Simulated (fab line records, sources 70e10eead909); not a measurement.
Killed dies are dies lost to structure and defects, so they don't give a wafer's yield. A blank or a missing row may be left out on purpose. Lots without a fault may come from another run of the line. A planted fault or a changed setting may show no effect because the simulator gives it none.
Chamber matching | flow nand_harc | NHARC_A_STAIRCASE_DESCUM_443 on rie_diel-06: 4 sister chambers
The step chemistry O2, time 3 s. 18 wafers are shown with their chamber, then 9 later ones without.

WAFERS WITH THEIR CHAMBER
wafer  | chamber | showerhead_plenum_p_Torr (Torr) | oes_product_au (a.u.) | throttle_valve_pct (%)
L076.1 | 0       | 1.91                            | 0.986                 | 11.292
L076.3 | 3       | 1.88                            | 1.014                 | 11.319
L076.5 | 2       | 1.89                            | 0.996                 | 11.318
L078.3 | 0       | 1.90                            | 0.970                 | 11.322
L078.4 | 3       | 1.88                            | 1.005                 | 11.313
L078.6 | 3       | 1.88                            | 0.997                 | 11.316
L081.3 | 3       | 1.88                            | 1.003                 | 11.319
L081.4 | 0       | 1.90                            | 0.991                 | 11.315
L081.6 | 2       | 1.89                            | 1.000                 | 11.322
L083.1 | 2       | 1.88                            | 1.003                 | 11.313
L083.2 | 0       | 1.90                            | 0.993                 | 11.297
L083.5 | 3       | 1.87                            | 1.015                 | 11.331
L086.1 | 1       | 1.88                            | 0.975                 | 11.322
L086.3 | 3       | 1.87                            | 1.011                 | 11.310
L086.5 | 3       | 1.87                            | 1.004                 | 11.307
L091.4 | 3       | 1.87                            | 1.003                 | 11.320
L091.5 | 3       | 1.87                            | 1.004                 | 11.299
L091.6 | 2       | 1.88                            | 1.010                 | 11.313

SIGNATURES (means of the wafers above)
reading                  | chamber 0 | chamber 1 | chamber 2 | chamber 3 | scatter within a chamber
showerhead_plenum_p_Torr | 1.9025    | 1.8800    | 1.8850    | 1.8744    | 0.00533
oes_product_au           | 0.98500   | 0.97500   | 1.00225   | 1.00622   | 0.00711
throttle_valve_pct       | 11.30650  | 11.32200  | 11.31650  | 11.31489  | 0.00976
Rule: a wafer's distance from a chamber is the root of the sum, over the readings, of the square of ((its reading less the chamber's mean) divided by the reading's scatter). The wafer belongs to the nearest chamber; if the next one is less than 2 further off, it can't be placed. The scatter: the root of (the sum of the squares of (reading less its chamber's mean) over the shown wafers, divided by (wafers less chambers)).

WAFERS WITHOUT THEIR CHAMBER
wafer  | showerhead_plenum_p_Torr (Torr) | oes_product_au (a.u.) | throttle_valve_pct (%)
L092.1 | 1.87                            | 1.008                 | 11.324
L092.3 | 1.88                            | 0.988                 | 11.318
L092.4 | 1.89                            | 0.987                 | 11.328
L096.1 | 1.88                            | 1.000                 | 11.303
L096.2 | 1.88                            | 1.005                 | 11.296
L096.3 | 1.89                            | 0.992                 | 11.311
L097.1 | 1.86                            | 0.996                 | 11.308
L097.3 | 1.88                            | 1.005                 | 11.332
L097.4 | 1.88                            | 0.995                 | 11.299

WHICH CHAMBER EACH WENT THROUGH
wafer  | from the rows above               | in truth
L092.1 | can't be placed: 3 or 2           | 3
L092.3 | can't be placed: 1 or 2 or 3      | 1
L092.4 | can't be placed: 1 or 2 or 0 or 3 | 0
L096.1 | can't be placed: 2 or 3           | 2
L096.2 | can't be placed: 3 or 2           | 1
L096.3 | can't be placed: 2 or 0 or 1 or 3 | 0
L097.1 | can't be placed: 3 or 2 or 1      | 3
L097.3 | can't be placed: 2 or 3           | 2
L097.4 | can't be placed: 2 or 3 or 1      | 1
Placed correctly: 0 of 9. Can't be placed from these rows: 9 (the true chamber is among the candidates in 8). Placed wrongly: 0.
